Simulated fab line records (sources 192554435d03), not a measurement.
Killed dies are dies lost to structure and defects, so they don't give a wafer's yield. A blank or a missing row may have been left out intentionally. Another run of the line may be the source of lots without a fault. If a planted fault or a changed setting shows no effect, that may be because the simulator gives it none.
fab line records	flow n5-finfet
record lots=24	wafers=72	last-day=18
route steps=1938 shown BEOL_M2@866
lots with no fault: from the same line, run without faults
start-h: hours from the record's first day to the start of the lot's first wafer shown	wait-h: how many hours have passed since the lot's step before this one	" same as the row above	L1.1+2: one row covering several wafers at once	- no value, or no start given	* or withheld: withheld	< > ~ a bound
route shown NAME@n: a module of which the file shows steps, and the number in the route of the first	usual: the fault-free wafers' mean and standard deviation	same: alike in all rows	chamber/n: place in a boat	sites: readings site by site	_std_site: standard deviation of those values	_edge_site: mean of outer sites minus mean of inner sites	radius-mm: how far each site lies from the wafer's centre	mask NAME#n: copy n	behind: the last tool/chamber to shape the wafer	hold: reason for holding the lot/hours on hold/outcome of the hold	device: names the non-switching transistor (n, p or np)	end of line: the route-end tests of the same wafers	a step without rows: its recipe alone	killed: not the wafer's yield, but the dies lost to structure and defects at the first sort	map: dies across one wafer; x = killed, . = not, _ = none there
set.NAME: the setting that was run; set.NAME@STEP: the one run at that earlier step	model.NAME: the simulator's own value behind a step, which no gauge read
a sample of lots followed through the steps of the route, with each step as a table and each wafer as a row
services: a tool's chamber out of use, with start hour (start-h, from the record's first day; less than 0 if before it), hours out, and reason
## steps
# step N5_BEOL_M2_CD_MEAS_18
# recipe pitch-nm=36	target-cd-nm=18
# usual cd-nm=18.0/0.38
lot.wafer	tool	chamber	start-h	wait-h	cd-nm
L074.2	cd-sem-03	-	138.87	0.1	18.0
L074.3	"	-	"	"	18.7
L074.5	"	-	"	"	17.8
L075.1	cd-sem-02	-	144.71	0.1	17.2
L075.5	"	-	"	"	17.9
L075.6	"	-	"	"	18.0
L076.1	cd-sem-03	-	145.01	0.1	18.1
L076.3	"	-	"	"	17.8
L076.5	"	-	"	"	17.9
L077.2	cd-sem-02	-	145.35	0.1	17.8
L077.5	"	-	"	"	18.2
L077.6	"	-	"	"	17.7
L078.3	cd-sem-02	-	157.51	0.1	17.5
L078.5	"	-	"	"	18.9
L078.6	"	-	"	"	17.8
L079.2	cd-sem-02	-	157.89	0.1	17.8
L079.5	"	-	"	"	17.9
L079.6	"	-	"	"	18.3
L081.1	cd-sem-03	-	181.54	0.0	17.8
L081.4	"	-	"	"	17.5
L081.6	"	-	"	"	17.5
L080.2	cd-sem-03	-	181.80	0.1	18.4
L080.3	"	-	"	"	18.1
L080.6	"	-	"	"	18.4
L082.1	cd-sem-01	-	182.46	0.0	18.5
L082.2	"	-	"	"	17.8
L082.5	"	-	"	"	18.3
L083.2	cd-sem-03	-	192.91	0.1	18.8
L083.5	"	-	"	"	17.8
L083.6	"	-	"	"	18.0
L084.1	cd-sem-02	-	197.56	0.0	18.1
L084.5	"	-	"	"	18.2
L084.6	"	-	"	"	18.1
L085.2	cd-sem-02	-	201.95	0.1	17.7
L085.3	"	-	"	"	18.0
L085.5	"	-	"	"	18.1
L086.1	cd-sem-01	-	214.80	0.0	18.1
L086.5	"	-	"	"	18.1
L086.6	"	-	"	"	17.3
L087.2	cd-sem-02	-	224.11	0.1	18.1
L087.3	"	-	"	"	17.9
L087.5	"	-	"	"	18.2
L089.1	cd-sem-01	-	225.47	0.0	18.4
L089.2	"	-	"	"	17.8
L089.5	"	-	"	"	17.8
L088.1	cd-sem-03	-	225.51	0.0	18.3
L088.3	"	-	"	"	18.0
L088.5	"	-	"	"	18.0
L090.1	cd-sem-02	-	241.14	0.0	18.6
L090.3	"	-	"	"	18.3
L090.4	"	-	"	"	17.5
L091.1	cd-sem-02	-	245.06	0.0	18.0
L091.2	"	-	"	"	17.3
L091.5	"	-	"	"	17.5
L092.1	cd-sem-02	-	248.04	0.0	17.5
L092.2	"	-	"	"	17.5
L092.3	"	-	"	"	17.6
L095.2	cd-sem-02	-	258.25	0.1	17.2
L095.3	"	-	"	"	17.7
L095.4	"	-	"	"	17.7
L094.2	cd-sem-03	-	262.43	0.1	18.2
L094.4	"	-	"	"	18.0
L094.5	"	-	"	"	17.8
L093.1	cd-sem-02	-	269.92	0.0	17.6
L093.4	"	-	"	"	17.3
L093.5	"	-	"	"	17.3
L096.2	cd-sem-01	-	274.46	0.1	17.9
L096.3	"	-	"	"	18.0
L096.6	"	-	"	"	18.0
L097.1	cd-sem-02	-	278.96	0.0	18.2
L097.5	"	-	"	"	18.1
L097.6	"	-	"	"	18.2
# step N5_BEOL_M2_SPUTTER_86
# recipe material=Cu	target-thk-a=45	temp-c=-20	chamber-pressure-pa=0.07	power-w=withheld	time-s=8.29
# usual chamber-pressure-pa=0.07/0.00014	throttle-valve-pct=29.9/1
# same time-s=8.29
lot.wafer	tool	chamber	start-h	wait-h	chamber-pressure-pa	throttle-valve-pct
L074.2	pvd-sputter-01	-	142.43	0.1	0.0702	31.0
L074.3	"	-	"	"	0.07012	30.7
L074.5	"	-	"	"	0.07018	30.2
L075.1	pvd-sputter-03	-	148.15	0.1	0.06994	32.3
L075.5	"	-	"	"	0.07003	29.8
L075.6	"	-	"	"	0.07012	29.2
L076.1	pvd-sputter-02	-	150.22	0.1	0.06996	29.5
L076.3	"	-	"	"	0.07033	29.3
L076.5	"	-	"	"	0.07014	29.3
L077.2	pvd-sputter-03	-	151.49	0.1	0.06976	29.4
L077.5	"	-	"	"	0.07001	29.4
L077.6	"	-	"	"	0.07004	30.2
L078.3	pvd-sputter-03	-	170.46	0.1	0.06987	29.1
L078.5	"	-	"	"	0.07015	30.4
L078.6	"	-	"	"	0.07001	29.3
L079.2	pvd-sputter-03	-	172.30	0.1	0.06992	29.2
L079.5	"	-	"	"	0.06994	29.1
L079.6	"	-	"	"	0.07006	29.4
L080.2	pvd-sputter-02	-	188.36	0.1	0.07018	29.4
L080.3	"	-	"	"	0.06992	29.1
L080.6	"	-	"	"	0.06996	29.6
L081.1	pvd-sputter-02	-	190.20	0.1	0.07012	29.2
L081.4	"	-	"	"	0.07025	29.5
L081.6	"	-	"	"	0.07011	28.7
L082.1	pvd-sputter-02	-	193.04	0.1	0.0699	29.3
L082.2	"	-	"	"	0.07047	28.4
L082.5	"	-	"	"	0.06997	29.4
L083.2	pvd-sputter-03	-	200.02	0.1	0.07008	29.2
L083.5	"	-	"	"	0.07007	30.2
L083.6	"	-	"	"	0.06985	29.3
L084.1	pvd-sputter-02	-	201.35	0.1	0.07003	28.9
L084.5	"	-	"	"	0.06986	28.8
L084.6	"	-	"	"	0.07008	29.1
L085.2	pvd-sputter-01	-	205.31	0.1	0.06967	31.6
L085.3	"	-	"	"	0.06988	30.7
L085.5	"	-	"	"	0.0701	30.8
L086.1	pvd-sputter-02	-	218.32	0.1	0.06999	28.8
L086.5	"	-	"	"	0.0697	29.2
L086.6	"	-	"	"	0.06981	29.4
L087.2	pvd-sputter-02	-	230.33	0.1	0.07027	29.4
L087.3	"	-	"	"	0.0702	29.4
L087.5	"	-	"	"	0.07025	29.3
L089.1	pvd-sputter-03	-	237.40	0.1	0.07027	29.1
L089.2	"	-	"	"	0.06993	32.1
L089.5	"	-	"	"	0.0698	32.2
L088.1	pvd-sputter-02	-	240.76	0.1	0.07015	29.5
L088.3	"	-	"	"	0.06997	29.3
L088.5	"	-	"	"	0.07019	29.1
L090.1	pvd-sputter-02	-	245.52	0.1	0.06995	29.6
L090.3	"	-	"	"	0.07021	28.8
L090.4	"	-	"	"	0.06996	29.5
L091.1	pvd-sputter-01	-	250.13	0.1	0.06987	31.7
L091.2	"	-	"	"	0.06998	30.9
L091.5	"	-	"	"	0.06989	31.9
L092.1	pvd-sputter-01	-	253.00	0.1	0.06988	30.5
L092.2	"	-	"	"	0.06983	31.6
L092.3	"	-	"	"	0.06968	30.9
L095.2	pvd-sputter-03	-	270.64	0.1	0.06991	32.2
L095.3	"	-	"	"	0.06992	29.3
L095.4	"	-	"	"	0.07012	30.0
L094.2	pvd-sputter-02	-	272.47	0.1	0.07005	28.8
L094.4	"	-	"	"	0.0699	29.4
L094.5	"	-	"	"	0.06995	29.5
L093.1	pvd-sputter-03	-	279.38	0.1	0.06979	32.3
L093.4	"	-	"	"	0.07001	30.3
L093.5	"	-	"	"	0.07018	30.1
L096.2	pvd-sputter-01	-	288.62	0.1	0.06998	31.7
L096.3	"	-	"	"	0.06998	30.8
L096.6	"	-	"	"	0.07012	30.8
L097.1	pvd-sputter-01	-	299.58	0.1	0.07003	30.9
L097.5	"	-	"	"	0.07012	31.0
L097.6	"	-	"	"	0.07004	29.9
# step N5_BEOL_M2_ANNEAL_89
# recipe temp-c=400	time-s=240	ambient=vacuum
# usual heater-power-w=823/100	susceptor_temp_C_max=401.2/0.46
# same time-s=240
lot.wafer	tool	chamber	start-h	wait-h	heater-power-w	susceptor_temp_C_max
L074.2	pvd-sputter-01	-	142.73	0.0	725	400.9
L074.3	"	-	"	"	906	400.8
L074.5	"	-	"	"	720	401.1
L075.1	pvd-sputter-03	-	148.45	0.0	695	401.1
L075.5	"	-	"	"	836	401.2
L075.6	"	-	"	"	772	401.4
L076.1	pvd-sputter-02	-	150.52	0.0	758	402.1
L076.3	"	-	"	"	847	401.0
L076.5	"	-	"	"	860	401.2
L077.2	pvd-sputter-03	-	151.79	0.0	777	401.3
L077.5	"	-	"	"	784	401.8
L077.6	"	-	"	"	806	400.8
L078.3	pvd-sputter-03	-	170.76	0.0	794	401.5
L078.5	"	-	"	"	782	401.1
L078.6	"	-	"	"	782	401.7
L079.2	pvd-sputter-03	-	172.60	0.0	785	401.6
L079.5	"	-	"	"	696	400.5
L079.6	"	-	"	"	768	401.0
L080.2	pvd-sputter-02	-	188.66	0.0	868	400.9
L080.3	"	-	"	"	1040	400.9
L080.6	"	-	"	"	743	401.9
L081.1	pvd-sputter-02	-	190.50	0.0	1064	401.2
L081.4	"	-	"	"	764	401.5
L081.6	"	-	"	"	833	400.4
L082.1	pvd-sputter-02	-	193.34	0.0	860	401.1
L082.2	"	-	"	"	826	400.7
L082.5	"	-	"	"	1050	401.3
L083.2	pvd-sputter-03	-	200.32	0.0	734	401.0
L083.5	"	-	"	"	799	401.0
L083.6	"	-	"	"	753	401.4
L084.1	pvd-sputter-02	-	201.65	0.0	830	400.8
L084.5	"	-	"	"	859	401.0
L084.6	"	-	"	"	1047	401.1
L085.2	pvd-sputter-01	-	205.61	0.0	884	401.1
L085.3	"	-	"	"	721	400.9
L085.5	"	-	"	"	899	400.9
L086.1	pvd-sputter-02	-	218.62	0.0	838	400.8
L086.5	"	-	"	"	879	401.4
L086.6	"	-	"	"	1051	401.6
L087.2	pvd-sputter-02	-	230.63	0.0	745	402.0
L087.3	"	-	"	"	1045	401.8
L087.5	"	-	"	"	761	402.2
L089.1	pvd-sputter-03	-	237.70	0.0	722	401.2
L089.2	"	-	"	"	701	401.7
L089.5	"	-	"	"	707	402.2
L088.1	pvd-sputter-02	-	241.06	0.0	753	401.5
L088.3	"	-	"	"	1033	401.2
L088.5	"	-	"	"	1043	401.3
L090.1	pvd-sputter-02	-	245.82	0.0	754	401.1
L090.3	"	-	"	"	833	400.7
L090.4	"	-	"	"	1054	400.9
L091.1	pvd-sputter-01	-	250.43	0.0	910	400.7
L091.2	"	-	"	"	880	401.0
L091.5	"	-	"	"	856	401.0
L092.1	pvd-sputter-01	-	253.30	0.0	722	400.5
L092.2	"	-	"	"	884	400.7
L092.3	"	-	"	"	898	400.7
L095.2	pvd-sputter-03	-	270.94	0.0	707	402.5
L095.3	"	-	"	"	707	401.2
L095.4	"	-	"	"	803	401.5
L094.2	pvd-sputter-02	-	272.77	0.0	846	400.7
L094.4	"	-	"	"	759	402.0
L094.5	"	-	"	"	735	401.6
L093.1	pvd-sputter-03	-	279.68	0.0	720	401.5
L093.4	"	-	"	"	785	400.8
L093.5	"	-	"	"	799	400.7
L096.2	pvd-sputter-01	-	288.92	0.0	877	400.8
L096.3	"	-	"	"	727	401.0
L096.6	"	-	"	"	891	400.8
L097.1	pvd-sputter-01	-	299.88	0.0	708	400.7
L097.5	"	-	"	"	693	400.7
L097.6	"	-	"	"	724	401.3
# step N5_BEOL_M2_SPUTTER_90
# recipe material=Cu	target-thk-a=45	temp-c=-20	chamber-pressure-pa=0.07	power-w=withheld	time-s=8.29
# usual chamber-pressure-pa=0.07001/0.00015	throttle-valve-pct=29.9/0.99
# same time-s=8.29
lot.wafer	tool	chamber	start-h	wait-h	chamber-pressure-pa	throttle-valve-pct
L074.2	pvd-sputter-01	-	142.87	0.1	0.06997	30.5
L074.3	"	-	"	"	0.0701	30.6
L074.5	"	-	"	"	0.0699	30.1
L075.1	pvd-sputter-03	-	148.59	0.1	0.07017	32.3
L075.5	"	-	"	"	0.06988	30.3
L075.6	"	-	"	"	0.07003	29.4
L076.1	pvd-sputter-02	-	150.66	0.1	0.06996	29.3
L076.3	"	-	"	"	0.06995	29.4
L076.5	"	-	"	"	0.07017	29.3
L077.2	pvd-sputter-03	-	151.93	0.1	0.07026	29.2
L077.5	"	-	"	"	0.0703	29.2
L077.6	"	-	"	"	0.07002	30.1
L078.3	pvd-sputter-03	-	170.90	0.1	0.07049	29.3
L078.5	"	-	"	"	0.07	30.2
L078.6	"	-	"	"	0.07027	29.2
L079.2	pvd-sputter-03	-	172.74	0.1	0.0703	29.5
L079.5	"	-	"	"	0.07002	29.3
L079.6	"	-	"	"	0.07005	29.3
L080.2	pvd-sputter-02	-	188.80	0.1	0.0702	29.2
L080.3	"	-	"	"	0.06988	29.2
L080.6	"	-	"	"	0.07001	29.6
L081.1	pvd-sputter-02	-	190.64	0.1	0.06985	29.3
L081.4	"	-	"	"	0.06989	29.5
L081.6	"	-	"	"	0.06986	28.7
L082.1	pvd-sputter-02	-	193.48	0.1	0.0702	29.4
L082.2	"	-	"	"	0.07003	28.5
L082.5	"	-	"	"	0.07023	29.0
L083.2	pvd-sputter-03	-	200.46	0.1	0.07027	29.1
L083.5	"	-	"	"	0.06988	29.9
L083.6	"	-	"	"	0.06997	29.1
L084.1	pvd-sputter-02	-	201.79	0.1	0.06997	28.6
L084.5	"	-	"	"	0.06986	28.8
L084.6	"	-	"	"	0.07005	29.1
L085.2	pvd-sputter-01	-	205.75	0.1	0.07028	31.9
L085.3	"	-	"	"	0.06988	30.7
L085.5	"	-	"	"	0.06985	30.7
L086.1	pvd-sputter-02	-	218.76	0.1	0.0701	28.7
L086.5	"	-	"	"	0.07007	29.5
L086.6	"	-	"	"	0.07009	28.9
L087.2	pvd-sputter-02	-	230.77	0.1	0.07013	29.4
L087.3	"	-	"	"	0.06981	29.2
L087.5	"	-	"	"	0.07	29.2
L089.1	pvd-sputter-03	-	237.84	0.1	0.06987	29.1
L089.2	"	-	"	"	0.06984	32.2
L089.5	"	-	"	"	0.06971	32.0
L088.1	pvd-sputter-02	-	241.20	0.1	0.07007	29.4
L088.3	"	-	"	"	0.0701	29.1
L088.5	"	-	"	"	0.07017	29.5
L090.1	pvd-sputter-02	-	245.96	0.1	0.07004	29.4
L090.3	"	-	"	"	0.06992	28.4
L090.4	"	-	"	"	0.06991	29.2
L091.1	pvd-sputter-01	-	250.57	0.1	0.07007	31.8
L091.2	"	-	"	"	0.07013	30.7
L091.5	"	-	"	"	0.07004	31.5
L092.1	pvd-sputter-01	-	253.44	0.1	0.06989	30.8
L092.2	"	-	"	"	0.0701	31.9
L092.3	"	-	"	"	0.06997	30.9
L095.2	pvd-sputter-03	-	271.08	0.1	0.07041	32.0
L095.3	"	-	"	"	0.06988	29.5
L095.4	"	-	"	"	0.07003	30.1
L094.2	pvd-sputter-02	-	272.91	0.1	0.07021	28.8
L094.4	"	-	"	"	0.07015	29.5
L094.5	"	-	"	"	0.06998	29.3
L093.1	pvd-sputter-03	-	279.82	0.1	0.06991	32.0
L093.4	"	-	"	"	0.07	30.3
L093.5	"	-	"	"	0.07001	29.9
L096.2	pvd-sputter-01	-	289.06	0.1	0.0701	31.7
L096.3	"	-	"	"	0.07021	30.8
L096.6	"	-	"	"	0.06998	30.7
L097.1	pvd-sputter-01	-	300.02	0.1	0.07014	30.9
L097.5	"	-	"	"	0.07011	30.9
L097.6	"	-	"	"	0.06982	29.9
# step N5_BEOL_M2_ANNEAL_93
# recipe temp-c=400	time-s=240	ambient=vacuum
# usual heater-power-w=824/110	susceptor_temp_C_max=401.1/0.47
# same time-s=240
lot.wafer	tool	chamber	start-h	wait-h	heater-power-w	susceptor_temp_C_max
L074.2	pvd-sputter-01	-	143.17	0.0	700	401.1
L074.3	"	-	"	"	901	400.6
L074.5	"	-	"	"	725	401.1
L075.1	pvd-sputter-03	-	148.89	0.0	724	402.4
L075.5	"	-	"	"	812	400.8
L075.6	"	-	"	"	774	401.6
L076.1	pvd-sputter-02	-	150.96	0.0	775	401.8
L076.3	"	-	"	"	882	401.4
L076.5	"	-	"	"	876	400.8
L077.2	pvd-sputter-03	-	152.23	0.0	768	400.9
L077.5	"	-	"	"	775	400.7
L077.6	"	-	"	"	798	401.3
L078.3	pvd-sputter-03	-	171.20	0.0	770	400.9
L078.5	"	-	"	"	802	401.3
L078.6	"	-	"	"	762	400.9
L079.2	pvd-sputter-03	-	173.04	0.0	781	401.3
L079.5	"	-	"	"	707	401.0
L079.6	"	-	"	"	770	401.2
L080.2	pvd-sputter-02	-	189.10	0.0	884	401.1
L080.3	"	-	"	"	1048	401.2
L080.6	"	-	"	"	743	401.4
L081.1	pvd-sputter-02	-	190.94	0.0	1070	401.2
L081.4	"	-	"	"	758	402.2
L081.6	"	-	"	"	822	401.0
L082.1	pvd-sputter-02	-	193.78	0.0	884	401.0
L082.2	"	-	"	"	830	400.4
L082.5	"	-	"	"	1058	401.2
L083.2	pvd-sputter-03	-	200.76	0.0	720	400.9
L083.5	"	-	"	"	779	401.1
L083.6	"	-	"	"	765	400.9
L084.1	pvd-sputter-02	-	202.09	0.0	839	400.2
L084.5	"	-	"	"	851	400.8
L084.6	"	-	"	"	1063	401.7
L085.2	pvd-sputter-01	-	206.05	0.0	850	400.4
L085.3	"	-	"	"	705	401.2
L085.5	"	-	"	"	900	400.5
L086.1	pvd-sputter-02	-	219.06	0.0	845	400.6
L086.5	"	-	"	"	886	401.4
L086.6	"	-	"	"	1064	401.4
L087.2	pvd-sputter-02	-	231.07	0.0	746	402.4
L087.3	"	-	"	"	1041	401.4
L087.5	"	-	"	"	749	402.0
L089.1	pvd-sputter-03	-	238.14	0.0	735	401.4
L089.2	"	-	"	"	703	401.8
L089.5	"	-	"	"	701	401.6
L088.1	pvd-sputter-02	-	241.50	0.0	745	401.3
L088.3	"	-	"	"	1038	400.7
L088.5	"	-	"	"	1055	401.2
L090.1	pvd-sputter-02	-	246.26	0.0	757	401.9
L090.3	"	-	"	"	852	401.1
L090.4	"	-	"	"	1059	401.6
L091.1	pvd-sputter-01	-	250.87	0.0	866	400.9
L091.2	"	-	"	"	895	400.4
L091.5	"	-	"	"	862	401.0
L092.1	pvd-sputter-01	-	253.74	0.0	732	400.9
L092.2	"	-	"	"	884	400.7
L092.3	"	-	"	"	903	400.4
L095.2	pvd-sputter-03	-	271.38	0.0	700	401.6
L095.3	"	-	"	"	707	401.2
L095.4	"	-	"	"	803	401.5
L094.2	pvd-sputter-02	-	273.21	0.0	827	400.5
L094.4	"	-	"	"	741	401.8
L094.5	"	-	"	"	739	402.2
L093.1	pvd-sputter-03	-	280.12	0.0	725	401.7
L093.4	"	-	"	"	792	401.4
L093.5	"	-	"	"	798	401.3
L096.2	pvd-sputter-01	-	289.36	0.0	856	401.0
L096.3	"	-	"	"	714	400.8
L096.6	"	-	"	"	897	400.5
L097.1	pvd-sputter-01	-	300.32	0.0	700	400.8
L097.5	"	-	"	"	700	401.2
L097.6	"	-	"	"	724	401.1
# step N5_BEOL_M2_SPUTTER_94
# recipe material=Cu	target-thk-a=45	temp-c=-20	chamber-pressure-pa=0.07	power-w=withheld	time-s=8.29
# usual chamber-pressure-pa=0.07/0.00013	throttle-valve-pct=29.9/0.99
# same time-s=8.29
lot.wafer	tool	chamber	start-h	wait-h	chamber-pressure-pa	throttle-valve-pct
L074.2	pvd-sputter-01	-	143.31	0.1	0.07027	30.7
L074.3	"	-	"	"	0.06975	30.8
L074.5	"	-	"	"	0.06986	30.0
L075.1	pvd-sputter-03	-	149.03	0.1	0.07005	32.2
L075.5	"	-	"	"	0.07014	30.4
L075.6	"	-	"	"	0.07012	29.4
L076.1	pvd-sputter-02	-	151.10	0.1	0.06981	29.3
L076.3	"	-	"	"	0.07021	29.3
L076.5	"	-	"	"	0.06994	29.5
L077.2	pvd-sputter-03	-	152.37	0.1	0.06995	29.5
L077.5	"	-	"	"	0.07003	29.4
L077.6	"	-	"	"	0.06973	30.1
L078.3	pvd-sputter-03	-	171.34	0.1	0.07007	29.2
L078.5	"	-	"	"	0.06984	30.1
L078.6	"	-	"	"	0.07009	29.3
L079.2	pvd-sputter-03	-	175.55	2.4	0.07001	29.3
L079.5	"	-	"	"	0.07015	29.1
L079.6	"	-	"	"	0.07012	29.4
L080.2	pvd-sputter-02	-	189.24	0.1	0.07024	29.5
L080.3	"	-	"	"	0.07011	29.1
L080.6	"	-	"	"	0.06994	29.6
L081.1	pvd-sputter-02	-	191.08	0.1	0.0701	29.3
L081.4	"	-	"	"	0.07005	29.3
L081.6	"	-	"	"	0.07005	28.7
L082.1	pvd-sputter-02	-	193.92	0.1	0.07001	29.7
L082.2	"	-	"	"	0.06997	28.7
L082.5	"	-	"	"	0.07006	28.9
L083.2	pvd-sputter-03	-	200.90	0.1	0.07003	29.4
L083.5	"	-	"	"	0.06976	30.3
L083.6	"	-	"	"	0.06989	29.2
L084.1	pvd-sputter-02	-	202.23	0.1	0.07006	28.8
L084.5	"	-	"	"	0.06989	28.6
L084.6	"	-	"	"	0.07016	29.2
L085.2	pvd-sputter-01	-	206.19	0.1	0.07013	31.9
L085.3	"	-	"	"	0.07022	30.8
L085.5	"	-	"	"	0.06997	30.6
L086.1	pvd-sputter-02	-	219.20	0.1	0.07024	28.7
L086.5	"	-	"	"	0.07008	29.3
L086.6	"	-	"	"	0.07001	29.0
L087.2	pvd-sputter-02	-	231.21	0.1	0.06991	29.5
L087.3	"	-	"	"	0.07006	29.1
L087.5	"	-	"	"	0.06999	29.6
L089.1	pvd-sputter-03	-	238.28	0.1	0.06988	29.4
L089.2	"	-	"	"	0.06991	31.9
L089.5	"	-	"	"	0.07001	32.0
L088.1	pvd-sputter-02	-	241.64	0.1	0.07018	29.6
L088.3	"	-	"	"	0.07015	29.1
L088.5	"	-	"	"	0.07027	29.3
L090.1	pvd-sputter-02	-	246.40	0.1	0.07028	29.2
L090.3	"	-	"	"	0.06987	28.7
L090.4	"	-	"	"	0.06976	29.0
L091.1	pvd-sputter-01	-	251.01	0.1	0.06995	31.7
L091.2	"	-	"	"	0.06998	30.9
L091.5	"	-	"	"	0.06976	31.7
L092.1	pvd-sputter-01	-	253.88	0.1	0.07005	31.0
L092.2	"	-	"	"	0.0699	31.6
L092.3	"	-	"	"	0.07017	31.0
L095.2	pvd-sputter-03	-	271.52	0.1	0.06991	31.9
L095.3	"	-	"	"	0.07006	29.5
L095.4	"	-	"	"	0.06981	30.3
L094.2	pvd-sputter-02	-	273.35	0.1	0.07	28.7
L094.4	"	-	"	"	0.07023	29.7
L094.5	"	-	"	"	0.07009	29.3
L093.1	pvd-sputter-03	-	280.26	0.1	0.06993	31.9
L093.4	"	-	"	"	0.0699	30.2
L093.5	"	-	"	"	0.06986	30.4
L096.2	pvd-sputter-01	-	289.50	0.1	0.06991	31.9
L096.3	"	-	"	"	0.07001	30.7
L096.6	"	-	"	"	0.07006	30.7
L097.1	pvd-sputter-01	-	300.46	0.1	0.07004	30.7
L097.5	"	-	"	"	0.0699	30.9
L097.6	"	-	"	"	0.06998	29.9
## services
tool	chamber	start-h	hours	kind
pvd-sputter-02	-	157.68	14.3	repair
pvd-sputter-02	-	207.32	1.6	repair
## key
fault none
